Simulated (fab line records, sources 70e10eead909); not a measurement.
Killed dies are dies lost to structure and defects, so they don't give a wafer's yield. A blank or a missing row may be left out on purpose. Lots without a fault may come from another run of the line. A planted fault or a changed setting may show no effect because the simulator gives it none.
Chamber matching | flow nand_harc | NHARC_A_CONTACT_ETCH_75 on rie_diel-09: 4 sister chambers
The step etches the open film in CF4, target depth 39 nm, time 65 s. 33 wafers are shown with their chamber, then 12 later ones without.

WAFERS WITH THEIR CHAMBER
wafer  | chamber | showerhead_plenum_p_Torr (Torr) | drypump_motor_current_A (A) | rf_vpp_V (V)
L074.1 | 1       | 1.65                            | 5.7                         | 151.2
L074.2 | 2       | 1.65                            | 5.6                         | 150.2
L074.5 | 1       | 1.65                            | 5.7                         | 149.7
L077.3 | 3       | 1.66                            | 6.2                         | 148.2
L077.4 | 1       | 1.65                            | 5.7                         | 149.3
L077.5 | 2       | 1.65                            | 5.7                         | 147.7
L078.2 | 0       | 1.86                            | 5.3                         | 152.6
L078.3 | 1       | 1.64                            | 5.7                         | 150.0
L078.5 | 2       | 1.65                            | 5.7                         | 149.9
L079.1 | 1       | 1.64                            | 5.7                         | 150.4
L079.4 | 0       | 1.86                            | 5.3                         | 152.9
L079.6 | 2       | 1.65                            | 5.6                         | 150.9
L081.1 | 2       | 1.65                            | 5.6                         | 149.3
L081.2 | 0       | 1.86                            | 5.3                         | 152.5
L081.3 | 3       | 1.66                            | 6.2                         | 150.6
L082.1 | 1       | 1.64                            | 5.7                         | 150.0
L082.3 | 0       | 1.86                            | 5.3                         | 152.3
L082.6 | 3       | 1.66                            | 6.2                         | 150.1
L086.1 | 3       | 1.66                            | 6.2                         | 149.9
L086.2 | 0       | 1.86                            | 5.3                         | 151.7
L086.5 | 3       | 1.66                            | 6.2                         | 149.8
L083.3 | 0       | 1.86                            | 5.3                         | 152.2
L083.4 | 1       | 1.64                            | 5.7                         | 148.3
L083.5 | 2       | 1.65                            | 5.7                         | 149.6
L085.1 | 2       | 1.65                            | 5.6                         | 149.4
L085.3 | 0       | 1.86                            | 5.3                         | 151.5
L085.6 | 3       | 1.66                            | 6.2                         | 150.6
L087.4 | 0       | 1.86                            | 5.3                         | 152.0
L087.5 | 3       | 1.66                            | 6.2                         | 152.1
L087.6 | 2       | 1.65                            | 5.6                         | 150.9
L089.1 | 2       | 1.65                            | 5.6                         | 148.9
L089.2 | 3       | 1.66                            | 6.2                         | 150.5
L089.3 | 0       | 1.86                            | 5.3                         | 152.8

SIGNATURES (means of the wafers above)
reading                  | chamber 0 | chamber 1 | chamber 2 | chamber 3 | scatter within a chamber
showerhead_plenum_p_Torr | 1.8600    | 1.6443    | 1.6500    | 1.6600    | 0.00243
drypump_motor_current_A  | 5.300     | 5.700     | 5.633     | 6.200     | 0.0263
rf_vpp_V                 | 152.278   | 149.843   | 149.644   | 150.225   | 0.892
Rule: a wafer's distance from a chamber is the root of the sum, over the readings, of the square of ((its reading less the chamber's mean) divided by the reading's scatter). The wafer belongs to the nearest chamber; if the next one is less than 2 further off, it can't be placed. The scatter: the root of (the sum of the squares of (reading less its chamber's mean) over the shown wafers, divided by (wafers less chambers)).

WAFERS WITHOUT THEIR CHAMBER
wafer  | showerhead_plenum_p_Torr (Torr) | drypump_motor_current_A (A) | rf_vpp_V (V)
L090.1 | 1.66                            | 6.2                         | 149.8
L090.4 | 1.64                            | 5.7                         | 149.1
L090.5 | 1.66                            | 6.2                         | 150.3
L095.1 | 1.85                            | 5.3                         | 152.0
L095.2 | 1.66                            | 6.2                         | 150.4
L095.5 | 1.85                            | 5.3                         | 153.2
L097.1 | 1.91                            | 5.7                         | 153.6
L097.3 | 1.85                            | 5.3                         | 152.6
L097.6 | 1.65                            | 6.2                         | 148.2
L096.3 | 1.85                            | 5.3                         | 153.9
L096.5 | 1.65                            | 5.6                         | 150.7
L096.6 | 1.65                            | 6.2                         | 152.0

WHICH CHAMBER EACH WENT THROUGH
wafer  | from the rows above | in truth
L090.1 | 3                   | 3
L090.4 | 1                   | 1
L090.5 | 3                   | 3
L095.1 | 0                   | 0
L095.2 | 3                   | 3
L095.5 | 0                   | 0
L097.1 | 0                   | 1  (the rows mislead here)
L097.3 | 0                   | 0
L097.6 | 3                   | 3
L096.3 | 0                   | 0
L096.5 | 2                   | 2
L096.6 | 3                   | 3
Placed correctly: 11 of 12. Can't be placed from these rows: 0. Placed wrongly: 1.
